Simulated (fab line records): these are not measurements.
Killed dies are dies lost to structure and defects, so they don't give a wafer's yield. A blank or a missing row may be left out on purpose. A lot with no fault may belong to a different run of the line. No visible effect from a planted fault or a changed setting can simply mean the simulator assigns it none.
fab line records    flow n5_finfet
record lots=24  wafers=72  last_day=18
route steps=1938 shown BEOL_M9@1446 BEOL_M10@1493
lots that met no fault: from a run of the same line without faults
start_h: the number of hours between the record's first day and the start of the first shown wafer of the lot    wait_h: how many hours have passed since the lot's step before this one    " the same as in the row above    L1.1+2: a row that stands for several wafers    - no value, or no start given    * or withheld: withheld    < > ~ a bound
route shown NAME@n: names a module that has steps shown in the file, with the first one's number in the route    usual: the fault-free wafers' mean and standard deviation    same: alike in all rows    chamber/n: place in a boat    sites: each site's reading    _std_site: the values' standard deviation    _edge_site: inner sites' mean taken away from outer sites' mean    radius_mm: for every site, how far away it sits from the centre of the wafer    mask NAME#n: copy n    behind: the tool/chamber that last shaped the wafer    hold: why the lot went on hold/how many hours it stayed there/how the hold came to an end    device: the n, p or np transistor that did not switch    end of line: the tests these same wafers got at the end of their route    a step given without rows: its recipe and nothing more    killed: dies that structure and defects cost at the first sort, which is not the same as the wafer's yield    map: a wafer's dies, x killed, . not, _ none there
set.NAME: the setting as run; set.NAME@STEP: as run at that earlier step    model.NAME: the simulator's own value behind a step, which no gauge read
steps of the route over a sample of lots; a table a step, a row a wafer
services: when a tool's chamber went out of use (start_h, in hours from the record's first day, below 0 if earlier), for how many hours, and the reason
## steps
# step N5_BEOL_M9_TRENCH_ETCH_37
# recipe chemistry=C4F6/O2  target_depth_a=1514.3  target=SiCOH_lowk  time_s=49  ion_energy_ev=250  pressure_mtorr=30  source_w=345  bias_w=185  Ar_flow_sccm=300  C4F6_flow_sccm=10  O2_flow_sccm=10
# usual O2_flow_sccm=10.003/0.029  drypump_motor_current_A=5.6/0.53  oes_o_777_au=0.78/0.088  oes_product_au=0.79/0.089  rf_fwd_power_W=341.6/1.4  rf_vpp_V=670/10  showerhead_plenum_p_Torr=2.91/0.1  throttle_valve_pct=20.95/0.25
lot.wafer  tool         chamber  start_h  wait_h  O2_flow_sccm  drypump_motor_current_A  oes_o_777_au  oes_product_au  rf_fwd_power_W  rf_hours_counter_h  rf_vpp_V  showerhead_plenum_p_Torr  throttle_valve_pct
L074.2     rie_diel-06  0        -        -       10.004        5.1                      0.74          0.74            341.7           162                 664       2.72                      20.94
L074.3     "            3        "        "       10.014        6.5                      0.73          0.73            344.7           162                 683       2.94                      20.69
L074.4     "            1        "        "       10.019        6.6                      0.82          0.85            339.1           44                  671       3.00                      20.53
L075.2     rie_diel-06  3        -        -       10.031        6.5                      0.73          0.73            343.3           163                 684       2.94                      20.67
L075.4     "            1        "        "       9.958         6.6                      0.82          0.86            340.7           -                   668       2.99                      20.54
L075.5     "            3        "        "       9.998         6.5                      0.73          0.74            343.2           -                   685       2.94                      20.69
L076.1     rie_diel-06  3        -        -       10.017        6.5                      0.72          0.72            343.0           165                 683       2.94                      20.71
L076.3     "            1        "        "       10.046        6.6                      0.82          0.85            341.3           47                  669       2.99                      20.53
L076.4     "            1        "        "       10.047        6.6                      0.82          0.86            340.2           -                   668       2.99                      20.53
L077.1     rie_diel-02  3        -        -       10.033        5.5                      0.73          0.73            342.4           164                 664       2.95                      21.13
L077.4     "            1        "        "       10.033        5.6                      0.99          0.97            342.6           12                  666       2.99                      21.01
L077.6     "            2        "        "       9.990         5.0                      0.88          0.94            342.5           -                   690       3.05                      20.76
L078.1     rie_diel-02  1        -        -       10.031        5.7                      0.99          0.96            342.9           12                  667       2.99                      21.01
L078.3     "            2        "        "       10.054        5.0                      0.87          0.93            343.5           15                  690       3.05                      20.74
L078.6     "            0        "        "       9.998         5.2                      0.76          0.73            341.5           -                   654       2.93                      21.23
L079.1     rie_diel-05  3        -        -       10.011        5.6                      0.72          0.72            341.2           179                 672       2.96                      20.78
L079.3     "            2        "        "       9.950         5.0                      0.69          0.72            338.2           207                 665       2.95                      21.49
L079.5     "            3        "        "       10.019        5.6                      0.72          0.72            343.0           -                   671       2.96                      20.78
L080.1     rie_diel-02  1        -        -       9.983         5.6                      0.98          0.96            340.8           17                  667       2.99                      21.00
L080.2     "            3        "        "       9.975         5.5                      0.73          0.73            342.9           169                 662       2.94                      21.12
L080.4     "            2        "        "       10.045        5.0                      0.87          0.92            342.7           20                  689       3.05                      20.73
L081.1     rie_diel-06  0        -        -       9.969         5.1                      0.73          0.72            343.3           178                 666       2.71                      20.97
L081.2     "            3        "        "       10.022        6.5                      0.71          0.72            343.3           178                 684       2.93                      20.70
L081.3     "            1        "        "       10.018        6.6                      0.80          0.83            340.3           60                  669       2.99                      20.58
L082.1     rie_diel-05  3        -        -       9.985         5.6                      0.71          0.71            341.4           189                 671       2.95                      20.79
L082.2     "            2        "        "       10.002        5.0                      0.70          0.70            340.9           215                 665       2.94                      21.49
L082.6     "            0        "        "       10.005        6.1                      0.72          0.71            343.0           -                   667       2.68                      21.08
L083.1     rie_diel-02  3        -        -       9.992         5.5                      0.72          0.72            341.0           178                 663       2.94                      21.15
L083.2     "            1        "        "       10.022        5.6                      0.95          0.92            342.5           27                  669       2.99                      21.01
L083.4     "            2        "        "       9.961         5.0                      0.85          0.90            342.3           29                  689       3.04                      20.76
L084.1     rie_diel-05  2        -        -       9.981         5.0                      0.70          0.70            340.1           221                 666       2.94                      21.51
L084.3     "            3        "        "       9.989         5.6                      0.71          0.70            342.3           194                 672       2.95                      20.80
L084.6     "            2        "        "       10.021        5.0                      0.70          0.71            340.7           -                   665       2.94                      21.51
L085.2     rie_diel-06  2        -        -       10.002        5.9                      0.92          0.91            340.7           17                  652       2.77                      20.76
L085.3     "            3        "        "       10.015        6.5                      0.71          0.72            342.0           187                 683       2.93                      20.73
L085.6     "            0        "        "       10.007        5.1                      0.72          0.72            341.6           -                   665       2.71                      20.97
L086.2     rie_diel-05  1        -        -       9.977         5.7                      0.81          0.82            339.4           78                  678       2.86                      20.86
L086.3     "            0        "        "       9.968         6.2                      0.71          0.71            341.3           248                 665       2.67                      21.11
L086.4     "            3        "        "       9.995         5.6                      0.71          0.70            341.9           195                 670       2.95                      20.80
L088.1     rie_diel-02  2        -        -       10.029        5.0                      0.84          0.90            344.8           32                  689       3.04                      20.75
L088.2     "            3        "        "       9.987         5.5                      0.71          0.73            339.7           181                 663       2.94                      21.17
L088.5     "            2        "        "       10.021        5.0                      0.84          0.91            343.8           -                   688       3.04                      20.76
L087.2     rie_diel-05  3        -        -       10.015        5.6                      0.71          0.70            342.0           198                 671       2.95                      20.79
L087.4     "            1        "        "       9.986         5.7                      0.80          0.81            340.1           82                  680       2.85                      20.87
L087.6     "            0        "        "       9.977         6.2                      0.71          0.70            341.9           -                   666       2.67                      21.08
L089.1     rie_diel-06  1        -        -       9.986         6.6                      0.78          0.83            340.8           71                  669       2.98                      20.58
L089.5     "            1        "        "       9.982         6.6                      0.79          0.83            339.6           -                   671       2.98                      20.58
L089.6     "            0        "        "       9.985         5.1                      0.71          0.72            341.8           -                   665       2.71                      20.97
L090.1     rie_diel-02  2        -        -       10.008        5.0                      0.84          0.88            341.9           35                  689       3.04                      20.75
L090.3     "            3        "        "       10.062        5.5                      0.72          0.71            340.7           184                 663       2.94                      21.14
L090.5     "            1        "        "       9.973         5.7                      0.94          0.91            339.8           -                   668       2.98                      21.01
L094.2     rie_diel-02  1        -        -       9.937         5.6                      0.93          0.90            343.3           40                  666       2.98                      21.04
L094.5     "            0        "        "       10.038        5.1                      0.73          0.69            340.2           -                   656       2.92                      21.28
L094.6     "            1        "        "       9.974         5.6                      0.94          0.90            342.4           -                   667       2.98                      21.04
L091.2     rie_diel-05  2        -        -       10.007        5.0                      0.68          0.70            338.4           236                 666       2.94                      21.53
L091.3     "            3        "        "       9.989         5.6                      0.70          0.70            342.5           209                 671       2.95                      20.83
L091.4     "            1        "        "       9.964         5.7                      0.80          0.80            340.3           -                   680       2.85                      20.90
L092.1     rie_diel-02  3        -        -       9.977         5.5                      0.71          0.71            343.3           193                 663       2.93                      21.16
L092.2     "            2        "        "       9.979         5.0                      0.83          0.88            343.5           44                  689       3.04                      20.77
L092.5     "            1        "        "       10.087        5.6                      0.93          0.90            342.4           -                   668       2.98                      21.06
L093.2     rie_diel-02  0        -        -       9.952         5.2                      0.73          0.70            339.9           201                 656       2.92                      21.28
L093.4     "            0        "        "       9.976         5.2                      0.73          0.70            341.0           -                   654       2.92                      21.29
L093.6     "            1        "        "       10.042        5.6                      0.93          0.90            341.9           -                   667       2.98                      21.03
L096.1     rie_diel-06  3        -        -       10.050        6.5                      0.69          0.69            343.7           207                 682       2.92                      20.75
L096.2     "            1        "        "       10.041        6.5                      0.78          0.81            339.9           85                  671       2.98                      20.59
L096.3     "            2        "        "       9.993         5.9                      0.90          0.87            342.5           34                  654       2.77                      20.80
L095.1     rie_diel-05  1        -        -       9.995         5.7                      0.79          0.80            339.7           101                 678       2.85                      20.90
L095.3     "            3        "        "       10.015        5.6                      0.70          0.70            342.5           217                 670       2.94                      20.83
L095.4     "            0        "        "       9.981         6.1                      0.96          0.94            340.4           4                   679       3.01                      20.73
L097.1     rie_diel-06  2        -        -       9.997         5.9                      0.89          0.87            341.8           35                  652       2.77                      20.80
L097.4     "            1        "        "       9.958         6.6                      0.78          0.80            340.6           86                  671       2.98                      20.59
L097.5     "            1        "        "       9.969         6.6                      0.78          0.80            340.1           -                   669       2.98                      20.60
# step N5_BEOL_M9_CURE_72
# recipe temp_c=370  time_s=120  ambient=DMADMS/He  material=SiCOH_lowk
# usual lamp_power_pct=52.31/0.053  wafer_temp_C_max=372.2/0.57
lot.wafer  tool        chamber  start_h  wait_h  lamp_power_pct  wafer_temp_C_max
L074.2     uv_cure-03  1        207.52   0.1     52.34           373.0
L074.3     "           1        "        "       52.40           372.5
L074.4     "           1        "        "       52.26           372.3
L075.2     uv_cure-01  0        211.23   0.1     52.35           373.1
L075.4     "           0        "        "       52.33           371.7
L075.5     "           0        "        "       52.29           373.3
L076.1     uv_cure-01  2        215.36   0.0     52.24           371.2
L076.3     "           2        "        "       52.29           371.6
L076.4     "           2        "        "       52.27           371.6
L077.1     uv_cure-01  0        221.58   0.0     52.31           372.7
L077.4     "           0        "        "       52.29           372.1
L077.6     "           0        "        "       52.28           373.2
L078.1     uv_cure-01  2        222.18   0.1     52.36           372.9
L078.3     "           2        "        "       52.37           372.4
L078.6     "           2        "        "       52.27           371.6
L079.1     uv_cure-01  2        230.18   0.0     52.21           371.0
L079.3     "           2        "        "       52.29           371.6
L079.5     "           2        "        "       52.26           371.6
L080.1     uv_cure-01  1        237.74   0.0     52.33           372.4
L080.2     "           1        "        "       52.34           371.9
L080.4     "           1        "        "       52.40           371.8
L081.1     uv_cure-03  0        257.55   0.0     52.27           373.3
L081.2     "           0        "        "       52.27           373.6
L081.3     "           0        "        "       52.27           373.5
L082.1     uv_cure-02  2        264.06   0.0     52.25           372.1
L082.2     "           2        "        "       52.40           371.5
L082.6     "           2        "        "       52.32           371.7
L083.1     uv_cure-01  0        275.17   0.0     52.25           372.5
L083.2     "           0        "        "       52.37           372.4
L083.4     "           0        "        "       52.21           372.2
L084.1     uv_cure-02  1        283.18   0.0     52.30           372.6
L084.3     "           1        "        "       52.27           371.8
L084.6     "           1        "        "       52.33           371.6
L085.2     uv_cure-02  0        283.53   0.2     52.36           370.9
L085.3     "           0        "        "       52.28           371.2
L085.6     "           0        "        "       52.38           372.3
L086.2     uv_cure-01  0        285.87   0.1     52.32           372.7
L086.3     "           0        "        "       52.41           373.0
L086.4     "           0        "        "       52.28           372.7
L088.1     uv_cure-03  2        287.97   0.0     52.35           371.9
L088.2     "           2        "        "       52.35           371.9
L088.5     "           2        "        "       52.26           372.2
L087.2     uv_cure-01  2        297.37   0.1     52.24           371.9
L087.4     "           2        "        "       52.23           371.8
L087.6     "           2        "        "       52.32           372.0
L089.1     uv_cure-02  1        297.59   0.0     52.37           372.4
L089.5     "           1        "        "       52.31           371.4
L089.6     "           1        "        "       52.33           372.0
L090.1     uv_cure-01  0        301.39   0.0     52.24           372.2
L090.3     "           0        "        "       52.31           373.4
L090.5     "           0        "        "       52.31           372.6
L094.2     uv_cure-02  2        325.96   0.1     52.42           372.3
L094.5     "           2        "        "       52.34           371.3
L094.6     "           2        "        "       52.35           371.5
L091.2     uv_cure-03  1        326.06   0.1     52.29           372.4
L091.3     "           1        "        "       52.42           373.3
L091.4     "           1        "        "       52.32           372.3
L092.1     uv_cure-03  0        329.49   0.0     52.22           372.2
L092.2     "           0        "        "       52.27           372.0
L092.5     "           0        "        "       52.27           372.7
L093.2     uv_cure-03  1        331.83   0.1     52.34           372.2
L093.4     "           1        "        "       52.31           372.5
L093.6     "           1        "        "       52.38           372.5
L096.1     uv_cure-02  1        348.07   0.0     52.35           372.0
L096.2     "           1        "        "       52.33           371.9
L096.3     "           1        "        "       52.35           371.5
L095.1     uv_cure-03  2        348.62   0.0     52.24           372.3
L095.3     "           2        "        "       52.25           372.1
L095.4     "           2        "        "       52.32           372.1
L097.1     uv_cure-03  2        350.17   0.0     52.28           372.0
L097.4     "           2        "        "       52.21           371.9
L097.5     "           2        "        "       52.36           372.0
# step N5_BEOL_M10_CD_MEAS_18
# recipe pitch_nm=140  target_cd_nm=70
# usual cd_nm=70.1/0.7
lot.wafer  tool       chamber  start_h  wait_h  cd_nm
L074.2     cd_sem-03  -        212.41   0.1     70.1
L074.3     "          -        "        "       70.8
L074.4     "          -        "        "       70.4
L075.2     cd_sem-01  -        216.01   0.1     70.4
L075.4     "          -        "        "       70.3
L075.5     "          -        "        "       69.2
L076.1     cd_sem-02  -        220.42   0.0     70.8
L076.3     "          -        "        "       70.7
L076.4     "          -        "        "       70.6
L077.1     cd_sem-03  -        229.24   0.0     70.8
L077.4     "          -        "        "       70.2
L077.6     "          -        "        "       70.9
L078.1     cd_sem-02  -        229.78   0.1     70.1
L078.3     "          -        "        "       70.4
L078.6     "          -        "        "       70.9
L079.1     cd_sem-01  -        236.59   0.0     70.1
L079.3     "          -        "        "       68.8
L079.5     "          -        "        "       68.8
L080.1     cd_sem-02  -        244.71   0.0     69.6
L080.2     "          -        "        "       70.0
L080.4     "          -        "        "       70.2
L081.1     cd_sem-02  -        262.94   0.0     70.1
L081.2     "          -        "        "       68.9
L081.3     "          -        "        "       70.1
L082.1     cd_sem-01  -        272.53   0.0     70.8
L082.2     "          -        "        "       70.4
L082.6     "          -        "        "       70.3
L083.1     cd_sem-01  -        279.97   0.1     69.8
L083.2     "          -        "        "       70.2
L083.4     "          -        "        "       71.0
L084.1     cd_sem-01  -        289.15   0.0     70.5
L084.3     "          -        "        "       70.0
L084.6     "          -        "        "       69.6
L085.2     cd_sem-03  -        290.48   0.1     69.8
L085.3     "          -        "        "       69.6
L085.6     "          -        "        "       70.6
L086.2     cd_sem-01  -        293.08   0.1     69.2
L086.3     "          -        "        "       70.5
L086.4     "          -        "        "       69.3
L088.1     cd_sem-02  -        293.43   0.0     70.8
L088.2     "          -        "        "       69.6
L088.5     "          -        "        "       70.7
L089.1     cd_sem-02  -        303.35   0.0     70.5
L089.5     "          -        "        "       71.6
L089.6     "          -        "        "       71.0
L087.2     cd_sem-02  -        304.40   0.1     70.4
L087.4     "          -        "        "       69.6
L087.6     "          -        "        "       69.4
L090.1     cd_sem-03  -        306.47   0.1     68.6
L090.3     "          -        "        "       70.0
L090.5     "          -        "        "       69.6
L094.2     cd_sem-02  -        331.07   0.1     70.2
L094.5     "          -        "        "       69.8
L094.6     "          -        "        "       69.5
L091.2     cd_sem-03  -        334.32   0.1     68.6
L091.3     "          -        "        "       68.9
L091.4     "          -        "        "       69.1
L092.1     cd_sem-03  -        335.62   0.0     70.7
L092.2     "          -        "        "       69.3
L092.5     "          -        "        "       70.1
L093.2     cd_sem-03  -        336.52   0.1     70.7
L093.4     "          -        "        "       69.9
L093.6     "          -        "        "       71.2
L096.1     cd_sem-03  -        354.52   0.0     71.1
L096.2     "          -        "        "       71.3
L096.3     "          -        "        "       70.7
L095.1     cd_sem-03  -        355.25   0.0     71.0
L095.3     "          -        "        "       70.6
L095.4     "          -        "        "       70.2
L097.1     cd_sem-03  -        358.62   0.0     70.8
L097.4     "          -        "        "       69.9
L097.5     "          -        "        "       71.8
# step N5_BEOL_M10_CD_MEAS_28
# recipe target_cd_nm=70  landing_energy_ev=500  detector=se_inlens  polarity=opening
# usual cd_nm=69.4/0.84
lot.wafer  tool       chamber  start_h  wait_h  cd_nm
L074.2     cd_sem-03  0        212.86   -       70.4
L074.3     "          0        "        "       69.4
L074.4     "          0        "        "       70.0
L075.2     cd_sem-01  0        217.13   -       68.9
L075.4     "          0        "        "       69.3
L075.5     "          0        "        "       70.3
L076.1     cd_sem-02  0        220.86   -       70.5
L076.3     "          0        "        "       69.9
L076.4     "          0        "        "       69.3
L077.1     cd_sem-02  0        229.71   -       70.2
L077.4     "          0        "        "       69.3
L077.6     "          0        "        "       69.6
L078.1     cd_sem-01  0        230.86   -       68.8
L078.3     "          0        "        "       69.6
L078.6     "          0        "        "       70.5
L079.1     cd_sem-01  0        236.87   -       69.7
L079.3     "          0        "        "       69.3
L079.5     "          0        "        "       67.9
L080.1     cd_sem-03  0        246.37   -       70.7
L080.2     "          0        "        "       68.8
L080.4     "          0        "        "       68.9
L081.1     cd_sem-03  0        263.35   -       69.0
L081.2     "          0        "        "       68.6
L081.3     "          0        "        "       67.9
L082.1     cd_sem-01  0        272.89   -       68.8
L082.2     "          0        "        "       69.0
L082.6     "          0        "        "       69.2
L083.1     cd_sem-01  0        282.41   -       70.0
L083.2     "          0        "        "       70.3
L083.4     "          0        "        "       69.6
L084.1     cd_sem-02  0        289.49   -       68.3
L084.3     "          0        "        "       68.5
L084.6     "          0        "        "       69.6
L085.2     cd_sem-02  0        291.88   -       69.6
L085.3     "          0        "        "       68.6
L085.6     "          0        "        "       70.4
L086.2     cd_sem-01  0        293.41   -       68.7
L086.3     "          0        "        "       69.7
L086.4     "          0        "        "       69.8
L088.1     cd_sem-01  0        296.53   -       68.6
L088.2     "          0        "        "       69.9
L088.5     "          0        "        "       68.7
L089.1     cd_sem-01  0        303.70   -       69.1
L089.5     "          0        "        "       68.7
L089.6     "          0        "        "       69.0
L087.2     cd_sem-01  0        304.68   -       67.1
L087.4     "          0        "        "       68.5
L087.6     "          0        "        "       67.4
L090.1     cd_sem-03  0        307.14   -       69.1
L090.3     "          0        "        "       70.6
L090.5     "          0        "        "       70.7
L094.2     cd_sem-02  0        331.48   -       69.4
L094.5     "          0        "        "       67.7
L094.6     "          0        "        "       70.2
L092.1     cd_sem-03  0        336.67   -       67.8
L092.2     "          0        "        "       67.8
L092.5     "          0        "        "       68.1
L091.2     cd_sem-03  0        336.84   -       69.4
L091.3     "          0        "        "       68.4
L091.4     "          0        "        "       68.9
L093.2     cd_sem-02  0        337.69   -       69.5
L093.4     "          0        "        "       71.1
L093.6     "          0        "        "       69.5
L096.1     cd_sem-01  0        355.66   -       69.7
L096.2     "          0        "        "       69.3
L096.3     "          0        "        "       70.4
L095.1     cd_sem-03  0        355.70   -       70.5
L095.3     "          0        "        "       70.4
L095.4     "          0        "        "       71.2
L097.1     cd_sem-03  0        359.15   -       68.5
L097.4     "          0        "        "       69.5
L097.5     "          0        "        "       69.1
# step N5_BEOL_M10_CD_MEAS_35
# recipe target_cd_nm=70  polarity=opening
# usual cd_nm=70.2/0.67
lot.wafer  tool       chamber  start_h  wait_h  cd_nm
L074.2     cd_sem-02  -        213.93   0.0     69.6
L074.3     "          -        "        "       70.4
L074.4     "          -        "        "       70.9
L075.2     cd_sem-03  -        217.87   0.0     69.9
L075.4     "          -        "        "       70.7
L075.5     "          -        "        "       69.9
L076.1     cd_sem-01  -        221.61   0.0     70.6
L076.3     "          -        "        "       70.7
L076.4     "          -        "        "       70.6
L077.1     cd_sem-03  -        230.45   0.0     70.7
L077.4     "          -        "        "       70.2
L077.6     "          -        "        "       70.6
L078.1     cd_sem-03  -        231.60   0.0     70.1
L078.3     "          -        "        "       70.1
L078.6     "          -        "        "       70.9
L079.1     cd_sem-01  -        237.64   0.0     70.5
L079.3     "          -        "        "       69.1
L079.5     "          -        "        "       69.0
L080.1     cd_sem-03  -        247.39   0.0     69.3
L080.2     "          -        "        "       70.0
L080.4     "          -        "        "       70.1
L081.1     cd_sem-02  -        264.26   0.0     70.3
L081.2     "          -        "        "       68.4
L081.3     "          -        "        "       69.8
L082.1     cd_sem-02  -        273.80   0.0     70.7
L082.2     "          -        "        "       70.3
L082.6     "          -        "        "       70.7
L083.1     cd_sem-03  -        283.14   0.0     69.7
L083.2     "          -        "        "       70.3
L083.4     "          -        "        "       70.7
L084.1     cd_sem-02  -        290.25   0.0     70.4
L084.3     "          -        "        "       69.6
L084.6     "          -        "        "       69.6
L085.2     cd_sem-03  -        292.62   0.0     69.3
L085.3     "          -        "        "       69.9
L085.6     "          -        "        "       69.7
L086.2     cd_sem-01  -        294.15   0.0     69.5
L086.3     "          -        "        "       70.2
L086.4     "          -        "        "       69.7
L088.1     cd_sem-03  -        297.26   0.0     70.5
L088.2     "          -        "        "       69.5
L088.5     "          -        "        "       70.6
L089.1     cd_sem-01  -        304.65   0.0     70.6
L089.5     "          -        "        "       71.9
L089.6     "          -        "        "       71.3
L087.2     cd_sem-01  -        305.48   0.0     70.4
L087.4     "          -        "        "       69.0
L087.6     "          -        "        "       69.2
L090.1     cd_sem-03  -        308.56   0.0     69.1
L090.3     "          -        "        "       70.3
L090.5     "          -        "        "       69.8
L094.2     cd_sem-03  -        333.30   0.0     70.6
L094.5     "          -        "        "       69.3
L094.6     "          -        "        "       69.8
L092.1     cd_sem-02  -        338.01   0.0     70.7
L092.2     "          -        "        "       70.1
L092.5     "          -        "        "       70.0
L091.2     cd_sem-01  -        338.48   0.0     68.6
L091.3     "          -        "        "       69.1
L091.4     "          -        "        "       69.4
L093.2     cd_sem-03  -        339.62   0.0     70.6
L093.4     "          -        "        "       70.5
L093.6     "          -        "        "       71.1
L096.1     cd_sem-03  -        357.47   0.0     70.9
L096.2     "          -        "        "       71.1
L096.3     "          -        "        "       70.8
L095.1     cd_sem-03  -        357.71   0.0     70.7
L095.3     "          -        "        "       70.7
L095.4     "          -        "        "       70.3
L097.1     cd_sem-02  -        362.27   0.0     70.3
L097.4     "          -        "        "       70.0
L097.5     "          -        "        "       71.1
# step N5_BEOL_M10_PRE_CLEAN_45
# recipe gas=H2/He  time_s=30  temp_c=250
# usual heater_power_w=337/36  susceptor_temp_C=249.99/0.18
lot.wafer  tool            chamber  start_h  wait_h  heater_power_w  susceptor_temp_C
L074.2     pvd_sputter-01  -        214.39   0.0     293             249.77
L074.3     "               -        "        "       288             250.23
L074.4     "               -        "        "       370             249.97
L075.2     pvd_sputter-03  -        218.46   0.0     386             250.05
L075.4     "               -        "        "       335             250.13
L075.5     "               -        "        "       325             250.12
L076.1     pvd_sputter-01  -        222.16   0.0     283             250.04
L076.3     "               -        "        "       303             249.88
L076.4     "               -        "        "       365             249.99
L077.1     pvd_sputter-02  -        231.82   0.0     344             249.88
L077.4     "               -        "        "       318             250.24
L077.6     "               -        "        "       360             250.14
L078.1     pvd_sputter-01  -        232.07   0.0     361             250.21
L078.3     "               -        "        "       288             249.73
L078.6     "               -        "        "       297             250.04
L079.1     pvd_sputter-02  -        238.79   0.0     304             249.98
L079.3     "               -        "        "       310             249.95
L079.5     "               -        "        "       338             249.90
L080.1     pvd_sputter-03  -        247.92   0.0     383             249.85
L080.2     "               -        "        "       406             250.20
L080.4     "               -        "        "       347             249.60
L081.1     pvd_sputter-01  -        264.79   0.0     374             250.35
L081.2     "               -        "        "       297             250.09
L081.3     "               -        "        "       334             249.99
L082.1     pvd_sputter-01  -        275.16   0.0     341             249.81
L082.2     "               -        "        "       285             249.85
L082.6     "               -        "        "       295             250.23
L083.1     pvd_sputter-03  -        283.59   0.0     385             250.05
L083.2     "               -        "        "       419             249.93
L083.4     "               -        "        "       347             249.76
L084.1     pvd_sputter-01  -        292.14   0.0     359             250.00
L084.3     "               -        "        "       329             250.09
L084.6     "               -        "        "       368             250.19
L085.2     pvd_sputter-01  -        293.42   0.0     363             250.32
L085.3     "               -        "        "       347             249.87
L085.6     "               -        "        "       366             249.85
L086.2     pvd_sputter-02  -        297.11   0.0     344             250.07
L086.3     "               -        "        "       309             249.91
L086.4     "               -        "        "       313             250.11
L088.1     pvd_sputter-03  -        297.91   0.0     322             250.38
L088.2     "               -        "        "       349             250.19
L088.5     "               -        "        "       317             249.92
L089.1     pvd_sputter-02  -        305.41   0.0     340             249.84
L089.5     "               -        "        "       309             249.87
L089.6     "               -        "        "       352             249.99
L087.2     pvd_sputter-01  -        305.91   0.0     369             250.33
L087.4     "               -        "        "       289             250.20
L087.6     "               -        "        "       287             250.10
L090.1     pvd_sputter-01  -        311.05   0.0     340             250.08
L090.3     "               -        "        "       288             250.11
L090.5     "               -        "        "       361             250.26
L094.2     pvd_sputter-03  -        333.70   0.0     405             249.82
L094.5     "               -        "        "       351             249.73
L094.6     "               -        "        "       417             250.03
L092.1     pvd_sputter-01  -        338.61   0.0     285             250.03
L092.2     "               -        "        "       339             249.93
L092.5     "               -        "        "       338             249.98
L091.2     pvd_sputter-01  -        338.99   0.0     287             249.64
L091.3     "               -        "        "       299             249.76
L091.4     "               -        "        "       335             249.73
L093.2     pvd_sputter-02  -        340.12   0.0     363             250.11
L093.4     "               -        "        "       310             249.89
L093.6     "               -        "        "       360             250.09
L096.1     pvd_sputter-03  -        358.55   0.0     411             249.99
L096.2     "               -        "        "       349             249.85
L096.3     "               -        "        "       390             249.81
L095.1     pvd_sputter-03  -        358.83   0.0     330             250.07
L095.3     "               -        "        "       360             250.05
L095.4     "               -        "        "       390             250.33
L097.1     pvd_sputter-01  -        362.76   0.0     365             249.90
L097.4     "               -        "        "       294             249.94
L097.5     "               -        "        "       343             249.79
## services
tool            chamber  start_h  hours  kind
rie_diel-06     2        207.73   -      clean
rie_diel-06     2        207.73   -      consumable_replace:focus_ring
rie_diel-06     2        207.73   13.7   scheduled_down
rie_diel-06     2        207.73   13.7   vent_cycle
rie_diel-02     2        209.65   5.9    repair
uv_cure-03      -        212.98   2.8    pm
rie_diel-06     -        213.63   0.3    repair
uv_cure-02      -        237.61   1.0    pm
uv_cure-02      -        258.42   3.4    pm
uv_cure-02      -        274.44   6.0    pm
rie_diel-06     2        290.72   8.7    repair
rie_diel-05     0        302.92   10.6   repair
rie_diel-06     1        313.56   3.6    repair
rie_diel-06     -        324.61   2.8    pm
uv_cure-02      -        328.66   2.1    pm
rie_diel-02     2        330.09   1.6    repair
uv_cure-01      -        339.05   15.0   repair
rie_diel-06     0        339.69   7.4    repair
rie_diel-05     2        353.39   15.3   repair
pvd_sputter-03  -        355.26   3.1    repair
uv_cure-01      -        359.17   2.1    pm
uv_cure-01      -        361.30   6.0    pm
## key
fault none
